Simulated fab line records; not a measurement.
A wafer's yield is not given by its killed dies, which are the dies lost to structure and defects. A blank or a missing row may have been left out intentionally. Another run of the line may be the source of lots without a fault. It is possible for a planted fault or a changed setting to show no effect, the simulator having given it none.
fab line records -- flow n5Finfet -- part 2 of 2: steps 5 to 6 of 6
[record] lots = 24, wafers = 72, lastDay = 17
route steps=1938 shown BEOL_M9@1456 BEOL_M10@1470
lots that met no fault: from a run of the same line without faults
startH: start of the lot's first displayed wafer, in hours after the record's first day -- waitH: hours elapsed since this lot's preceding step -- " unchanged from the row above -- L1.1+2: one row covering several wafers at once -- - no value, or no start given -- * or withheld: withheld -- < > ~ a bound
route shown NAME@n: a module of which the file shows steps, and the number in the route of the first -- usual: mean/standard deviation of fault-free wafers -- same: alike in all rows -- chamber/n: place in a boat -- sites: each site's reading -- _std_site: the standard deviation of these -- _edge_site: outer sites' mean less inner sites' -- radiusMm: how far each site lies from the wafer's centre -- mask NAME#n: copy n -- behind: the most recent tool/chamber to have shaped the wafer -- hold: why the lot was held/for how many hours/how that ended -- device: names the non-switching transistor (n, p or np) -- end of line: the route-end tests of the same wafers -- where a step has no rows: the recipe by itself -- killed: the dies lost at the first sort to structure and to defects; this is not the yield of the wafer -- map: shows each die of a wafer: x if killed, . if not, _ if none is there
set.NAME: the setting that was run; set.NAME@STEP: the one run at that earlier step -- model.NAME: the simulator's own value behind a step, which no gauge read
one table for each step of the route and one row for each wafer, over a sample of lots
services: a tool's chamber out of use, with start hour (startH, from the record's first day; less than 0 if before it), hours out, and reason
[[steps]]
[step N5_BEOL_M10_ETCH_65]
[recipe] chemistry = CF4, target = SiARC, targetDepthA = 390, maskMaterial = CAR-ArF, timeS = 65, ionEnergyEv = 80, pressureMtorr = 40, sourceW = 545, biasW = 36, Ar_flow_sccm = 100, cf4FlowSccm = 100, ends = cleared
[usual] drypumpMotorCurrentA = 5.9/0.52, etchRfOnTimeS = 65.3/0.95, oesProductAu = 0.68/0.071, rfVppV = 184.2/1, showerheadPlenumPTorr = 2.17/0.06, throttleValvePct = 15.61/0.29
lot.wafer,tool,chamber,startH,waitH,drypumpMotorCurrentA,etchRfOnTimeS,oesProductAu,rfHoursCounterH,rfVppV,showerheadPlenumPTorr,throttleValvePct
L074.3,rieDiel-05,1,207.05,0.0,6.2,64.5,0.82,8,184.6,2.20,15.29
L074.4,rieDiel-05,2,207.05,0.0,6.6,65.5,0.65,161,184.0,2.14,15.66
L074.5,rieDiel-05,3,207.05,0.0,5.6,65.4,0.66,-,185.0,2.24,15.75
L075.2,rieDiel-05,0,225.18,0.0,5.6,67.0,0.68,105,183.2,2.07,15.51
L075.3,rieDiel-05,2,225.18,0.0,6.6,66.8,0.64,169,182.8,2.14,15.66
L075.5,rieDiel-05,2,225.18,0.0,6.6,66.4,0.64,-,184.3,2.14,15.69
L076.2,rieDiel-01,0,226.89,0.0,5.5,65.7,0.73,67,182.6,2.17,15.87
L076.4,rieDiel-01,3,226.89,0.0,5.1,65.6,0.60,231,182.9,2.03,15.70
L076.6,rieDiel-01,1,226.89,0.0,6.6,65.8,0.72,-,184.0,2.17,15.89
L077.2,rieDiel-04,2,227.51,0.0,5.8,64.6,0.78,13,184.6,2.19,15.11
L077.4,rieDiel-04,2,227.51,0.0,5.7,64.6,0.77,-,184.8,2.19,15.10
L077.5,rieDiel-04,3,227.51,0.0,5.7,65.3,0.60,-,186.2,2.21,15.48
L078.3,rieDiel-04,2,228.47,0.0,5.7,65.2,0.77,14,185.6,2.19,15.09
L078.4,rieDiel-04,2,228.47,0.0,5.7,65.1,0.77,-,185.1,2.19,15.10
L078.5,rieDiel-04,3,228.47,0.0,5.6,66.3,0.60,-,185.6,2.21,15.47
L079.1,rieDiel-05,3,242.00,0.0,5.5,66.1,0.65,154,187.0,2.23,15.78
L079.2,rieDiel-05,0,242.00,0.0,5.6,66.7,0.68,110,186.0,2.07,15.51
L079.6,rieDiel-05,0,242.00,0.0,5.6,67.3,0.67,-,183.2,2.07,15.52
L080.1,rieDiel-04,1,253.03,0.0,5.7,64.6,0.64,163,185.1,2.13,15.91
L080.2,rieDiel-04,3,253.03,0.0,5.7,65.8,0.60,226,184.2,2.20,15.49
L080.5,rieDiel-04,1,253.03,0.0,5.7,64.2,0.65,-,183.3,2.13,15.90
L082.1,rieDiel-05,1,253.05,0.0,6.3,65.8,0.77,27,184.1,2.19,15.30
L082.3,rieDiel-05,3,253.05,0.0,5.6,65.7,0.64,158,184.1,2.23,15.78
L082.6,rieDiel-05,2,253.05,0.0,6.6,65.7,0.64,-,183.7,2.13,15.69
L081.2,rieDiel-05,1,260.14,0.0,6.3,66.5,0.76,28,183.5,2.19,15.32
L081.3,rieDiel-05,2,260.14,0.0,6.6,66.5,0.64,183,182.6,2.13,15.70
L081.4,rieDiel-05,0,260.14,0.0,5.6,67.2,0.67,115,182.7,2.07,15.53
L083.2,rieDiel-01,3,262.30,0.0,5.1,64.5,0.61,243,183.9,2.03,15.75
L083.3,rieDiel-01,2,262.30,0.0,6.6,66.4,0.59,223,183.7,2.12,15.72
L083.6,rieDiel-01,3,262.30,0.0,5.1,64.6,0.61,-,182.6,2.03,15.72
L085.1,rieDiel-01,0,276.99,0.0,5.4,64.8,0.72,86,183.5,2.17,15.91
L085.4,rieDiel-01,2,276.99,0.0,6.6,65.5,0.59,228,184.5,2.12,15.72
L085.5,rieDiel-01,3,276.99,0.0,5.1,64.8,0.60,-,182.8,2.03,15.74
L084.2,rieDiel-05,0,279.70,0.0,5.6,66.4,0.67,122,184.2,2.07,15.54
L084.3,rieDiel-05,1,279.70,0.0,6.2,65.7,0.75,35,185.0,2.19,15.32
L084.6,rieDiel-05,3,279.70,0.0,5.6,65.6,0.64,-,184.4,2.23,15.80
L087.3,rieDiel-04,0,292.43,0.0,6.6,64.1,0.80,15,186.0,2.27,15.07
L087.4,rieDiel-04,1,292.43,0.0,5.7,64.5,0.64,175,183.7,2.13,15.92
L087.6,rieDiel-04,1,292.43,0.0,5.7,65.0,0.64,-,185.2,2.13,15.94
L086.4,rieDiel-04,0,296.46,0.0,6.6,63.3,0.81,16,186.6,2.27,15.08
L086.5,rieDiel-04,0,296.46,0.0,6.6,63.3,0.80,-,184.5,2.27,15.07
L086.6,rieDiel-04,3,296.46,0.0,5.7,65.4,0.59,-,184.0,2.20,15.53
L089.1,rieDiel-05,2,298.45,0.0,6.6,65.8,0.62,195,182.5,2.13,15.72
L089.2,rieDiel-05,0,298.45,0.0,5.6,66.5,0.66,127,183.4,2.07,15.56
L089.4,rieDiel-05,1,298.45,0.0,6.2,65.6,0.75,41,184.2,2.19,15.35
L090.2,rieDiel-01,3,299.89,0.0,5.1,64.9,0.85,1,185.1,2.28,15.24
L090.3,rieDiel-01,0,299.89,0.0,5.5,65.4,0.70,95,183.7,2.16,15.94
L090.5,rieDiel-01,2,299.89,0.0,6.6,66.5,0.58,-,183.1,2.12,15.75
L088.1,rieDiel-05,0,304.66,0.0,5.6,67.1,0.66,129,183.6,2.07,15.55
L088.4,rieDiel-05,1,304.66,0.0,6.3,66.1,0.74,42,182.6,2.19,15.33
L088.6,rieDiel-05,2,304.66,0.0,6.6,66.0,0.63,-,182.4,2.13,15.74
L091.1,rieDiel-05,1,316.96,0.0,6.3,66.2,0.73,47,183.9,2.18,15.36
L091.3,rieDiel-05,0,316.96,0.0,5.6,67.6,0.65,134,183.9,2.06,15.57
L091.6,rieDiel-05,2,316.96,0.0,6.5,66.4,0.62,-,183.7,2.12,15.74
L092.3,rieDiel-01,0,323.48,0.0,5.5,64.3,0.70,104,184.2,2.16,15.94
L092.5,rieDiel-01,3,323.48,0.0,5.2,63.7,0.83,-,185.3,2.28,15.26
L092.6,rieDiel-01,0,323.48,0.0,5.4,64.7,0.70,-,183.6,2.16,15.95
L094.1,rieDiel-01,1,327.75,0.0,6.6,64.7,0.69,111,185.2,2.16,15.95
L094.5,rieDiel-01,0,327.75,0.0,5.5,64.6,0.70,-,182.9,2.16,15.95
L094.6,rieDiel-01,1,327.75,0.0,6.6,64.4,0.70,-,185.4,2.16,15.96
L093.2,rieDiel-04,2,330.93,0.0,5.8,64.9,0.72,52,184.4,2.18,15.19
L093.4,rieDiel-04,1,330.93,0.0,5.7,64.4,0.62,-,183.2,2.12,15.96
L093.6,rieDiel-04,2,330.93,0.0,5.7,65.2,0.71,-,183.1,2.18,15.19
L095.2,rieDiel-04,0,334.84,0.0,6.7,63.6,0.77,32,185.7,2.27,15.11
L095.4,rieDiel-04,2,334.84,0.0,5.7,65.2,0.70,-,184.3,2.18,15.19
L095.6,rieDiel-04,0,334.84,0.0,6.6,64.5,0.77,-,185.5,2.27,15.11
L096.1,rieDiel-01,3,339.94,0.0,5.1,64.4,0.80,15,185.5,2.27,15.27
L096.2,rieDiel-01,0,339.94,0.0,5.5,64.6,0.71,111,183.5,2.16,15.96
L096.6,rieDiel-01,1,339.94,0.0,6.6,64.5,0.69,-,182.6,2.16,15.97
L097.2,rieDiel-01,3,362.43,0.0,5.1,64.3,0.79,23,186.4,2.27,15.28
L097.3,rieDiel-01,0,362.43,0.0,5.5,64.9,0.69,119,183.9,2.16,15.97
L097.5,rieDiel-01,0,362.43,0.0,5.5,64.4,0.69,-,183.4,2.16,15.98
[step N5_BEOL_M10_VIA_ETCH_34]
[recipe] chemistry = C4F6/O2, target = SiCOH_lowk, targetDepthA = 1845, maskMaterial = SOC, taperDeg = 4, timeS = 69.2, ionEnergyEv = 250, pressureMtorr = 30, sourceW = 345, biasW = 185, Ar_flow_sccm = 300, C4F6_flow_sccm = 10, O2_flow_sccm = 10
[usual] drypumpMotorCurrentA = 5.9/0.51, oes_f_703_au = 0.80/0.077, oesProductAu = 0.80/0.084, rfVppV = 667/5, showerheadPlenumPTorr = 2.88/0.081, throttleValvePct = 20.9/0.3
lot.wafer,tool,chamber,startH,waitH,drypumpMotorCurrentA,oes_f_703_au,oesProductAu,rfHoursCounterH,rfVppV,showerheadPlenumPTorr,throttleValvePct
L074.3,rieDiel-05,1,207.23,0.0,6.2,0.93,0.95,8,675,2.92,20.6
L074.4,rieDiel-05,2,207.23,0.0,6.6,0.77,0.76,161,663,2.84,20.9
L074.5,rieDiel-05,3,207.23,0.0,5.5,0.77,0.77,-,665,2.98,21.1
L075.2,rieDiel-05,0,225.36,0.0,5.6,0.78,0.80,105,668,2.75,20.8
L075.3,rieDiel-05,2,225.36,0.0,6.6,0.76,0.75,169,663,2.84,20.9
L075.5,rieDiel-05,2,225.36,0.0,6.6,0.76,0.75,-,663,2.84,20.9
L076.2,rieDiel-01,0,227.07,0.0,5.5,0.86,0.86,67,666,2.89,21.2
L076.4,rieDiel-01,3,227.07,0.0,5.1,0.72,0.71,231,658,2.71,20.9
L076.6,rieDiel-01,1,227.07,0.0,6.7,0.85,0.85,-,670,2.89,21.3
L077.2,rieDiel-04,2,227.68,0.0,5.7,0.89,0.90,13,657,2.91,20.4
L077.4,rieDiel-04,2,227.68,0.0,5.7,0.89,0.89,-,658,2.91,20.4
L077.5,rieDiel-04,3,227.68,0.0,5.7,0.71,0.71,-,665,2.95,20.7
L078.3,rieDiel-04,2,228.64,0.0,5.7,0.89,0.90,14,656,2.91,20.4
L078.4,rieDiel-04,2,228.64,0.0,5.8,0.90,0.90,-,655,2.91,20.4
L078.5,rieDiel-04,3,228.64,0.0,5.6,0.71,0.70,-,667,2.95,20.8
L079.1,rieDiel-05,3,242.18,0.0,5.5,0.76,0.75,154,665,2.97,21.1
L079.2,rieDiel-05,0,242.18,0.0,5.6,0.78,0.79,110,669,2.75,20.8
L079.6,rieDiel-05,0,242.18,0.0,5.6,0.78,0.79,-,670,2.75,20.8
L082.1,rieDiel-05,1,253.23,0.0,6.3,0.89,0.91,27,676,2.91,20.6
L082.3,rieDiel-05,3,253.23,0.0,5.6,0.75,0.75,158,665,2.97,21.1
L082.6,rieDiel-05,2,253.23,0.0,6.6,0.76,0.73,-,664,2.84,20.9
L080.1,rieDiel-04,1,253.29,0.0,5.7,0.76,0.75,163,667,2.83,21.2
L080.2,rieDiel-04,3,253.29,0.0,5.7,0.70,0.70,226,669,2.94,20.8
L080.5,rieDiel-04,1,253.29,0.0,5.7,0.76,0.74,-,665,2.83,21.2
L081.2,rieDiel-05,1,260.31,0.0,6.3,0.88,0.92,28,675,2.91,20.6
L081.3,rieDiel-05,2,260.31,0.0,6.6,0.75,0.74,183,664,2.84,21.0
L081.4,rieDiel-05,0,260.31,0.0,5.6,0.77,0.79,115,670,2.75,20.8
L083.2,rieDiel-01,3,262.48,0.0,5.1,0.72,0.70,243,657,2.70,21.0
L083.3,rieDiel-01,2,262.48,0.0,6.6,0.70,0.69,223,669,2.82,21.0
L083.6,rieDiel-01,3,262.48,0.0,5.1,0.71,0.70,-,657,2.70,21.0
L085.1,rieDiel-01,0,277.17,0.0,5.5,0.83,0.84,86,665,2.88,21.3
L085.4,rieDiel-01,2,277.17,0.0,6.6,0.69,0.69,228,667,2.82,21.0
L085.5,rieDiel-01,3,277.17,0.0,5.1,0.71,0.70,-,657,2.70,21.0
L084.2,rieDiel-05,0,279.87,0.0,5.6,0.77,0.79,122,670,2.75,20.8
L084.3,rieDiel-05,1,279.87,0.0,6.3,0.87,0.89,36,675,2.91,20.7
L084.6,rieDiel-05,3,279.87,0.0,5.6,0.74,0.74,-,665,2.97,21.1
L087.3,rieDiel-04,0,292.60,0.0,6.6,0.91,0.96,15,674,3.01,20.3
L087.4,rieDiel-04,1,292.60,0.0,5.7,0.75,0.74,176,666,2.83,21.2
L087.6,rieDiel-04,1,292.60,0.0,5.7,0.75,0.74,-,666,2.83,21.2
L086.4,rieDiel-04,0,296.64,0.0,6.6,0.92,0.96,16,674,3.01,20.4
L086.5,rieDiel-04,0,296.64,0.0,6.6,0.92,0.94,-,675,3.01,20.3
L086.6,rieDiel-04,3,296.64,0.0,5.7,0.69,0.69,-,667,2.93,20.8
L089.1,rieDiel-05,2,298.63,0.0,6.5,0.74,0.73,195,663,2.83,21.0
L089.2,rieDiel-05,0,298.63,0.0,5.6,0.76,0.78,127,669,2.74,20.8
L089.4,rieDiel-05,1,298.63,0.0,6.3,0.87,0.87,41,674,2.91,20.7
L090.2,rieDiel-01,3,300.07,0.0,5.1,1.01,1.00,2,668,3.04,20.6
L090.3,rieDiel-01,0,300.07,0.0,5.4,0.82,0.83,95,668,2.88,21.3
L090.5,rieDiel-01,2,300.07,0.0,6.6,0.68,0.68,-,670,2.81,21.0
L088.1,rieDiel-05,0,304.83,0.0,5.6,0.77,0.77,129,669,2.74,20.8
L088.4,rieDiel-05,1,304.83,0.0,6.3,0.86,0.88,43,674,2.90,20.7
L088.6,rieDiel-05,2,304.83,0.0,6.6,0.74,0.73,-,663,2.83,21.0
L091.1,rieDiel-05,1,317.13,0.0,6.2,0.85,0.87,47,673,2.90,20.7
L091.3,rieDiel-05,0,317.13,0.0,5.6,0.76,0.76,134,670,2.74,20.8
L091.6,rieDiel-05,2,317.13,0.0,6.5,0.74,0.73,-,664,2.83,21.0
L092.3,rieDiel-01,0,323.66,0.0,5.5,0.81,0.82,104,666,2.87,21.3
L092.5,rieDiel-01,3,323.66,0.0,5.1,0.98,0.96,-,670,3.04,20.6
L092.6,rieDiel-01,0,323.66,0.0,5.5,0.81,0.81,-,666,2.87,21.3
L094.1,rieDiel-01,1,327.93,0.0,6.6,0.81,0.81,112,670,2.88,21.4
L094.5,rieDiel-01,0,327.93,0.0,5.5,0.81,0.82,-,666,2.87,21.3
L094.6,rieDiel-01,1,327.93,0.0,6.6,0.80,0.81,-,671,2.88,21.4
L093.2,rieDiel-04,2,331.11,0.0,5.7,0.83,0.83,53,658,2.89,20.5
L093.4,rieDiel-04,1,331.11,0.0,5.7,0.74,0.73,-,666,2.82,21.2
L093.6,rieDiel-04,2,331.11,0.0,5.7,0.83,0.83,-,655,2.89,20.5
L095.2,rieDiel-04,0,335.01,0.0,6.6,0.89,0.90,32,676,3.01,20.3
L095.4,rieDiel-04,2,335.01,0.0,5.7,0.83,0.82,-,657,2.89,20.5
L095.6,rieDiel-04,0,335.01,0.0,6.6,0.88,0.89,-,673,3.01,20.3
L096.1,rieDiel-01,3,340.11,0.0,5.1,0.96,0.95,15,666,3.03,20.6
L096.2,rieDiel-01,0,340.11,0.0,5.5,0.81,0.82,111,665,2.87,21.3
L096.6,rieDiel-01,1,340.11,0.0,6.6,0.81,0.81,-,670,2.87,21.4
L097.2,rieDiel-01,3,362.60,0.0,5.1,0.93,0.92,23,668,3.03,20.6
L097.3,rieDiel-01,0,362.60,0.0,5.5,0.81,0.81,119,665,2.87,21.3
L097.5,rieDiel-01,0,362.60,0.0,5.5,0.80,0.81,-,665,2.87,21.3
[[services]]
tool,chamber,startH,hours,kind
rieDiel-01,-,182.64,29.3,repair
pecvd-01,-,195.64,14.6,pm
rieDiel-04,2,210.03,5.3,repair
rieDiel-04,1,217.31,5.0,repair
rieDiel-01,3,221.31,4.5,repair
rieDiel-01,2,240.16,6.1,repair
pecvd-02,-,256.77,4.3,pm
rieDiel-04,1,265.61,2.8,repair
pecvd-01,0,267.79,6.9,repair
rieDiel-04,1,270.86,4.3,repair
pecvd-02,0,272.77,6.2,repair
rieDiel-01,3,279.36,-,clean
rieDiel-01,3,279.36,-,consumableReplace:focusRing
rieDiel-01,3,279.36,-,consumableReplace:showerhead
rieDiel-01,3,279.36,15.2,scheduledDown
rieDiel-01,3,279.36,15.2,ventCycle
rieDiel-04,3,283.85,4.2,repair
rieDiel-01,1,284.52,2.1,repair
rieDiel-04,2,298.45,3.9,repair
rieDiel-01,3,303.05,3.8,repair
rieDiel-01,2,331.60,-,clean
rieDiel-01,2,331.60,-,consumableReplace:focusRing
rieDiel-01,2,331.60,20.0,scheduledDown
pvdSputter-03,-,335.59,1.7,repair
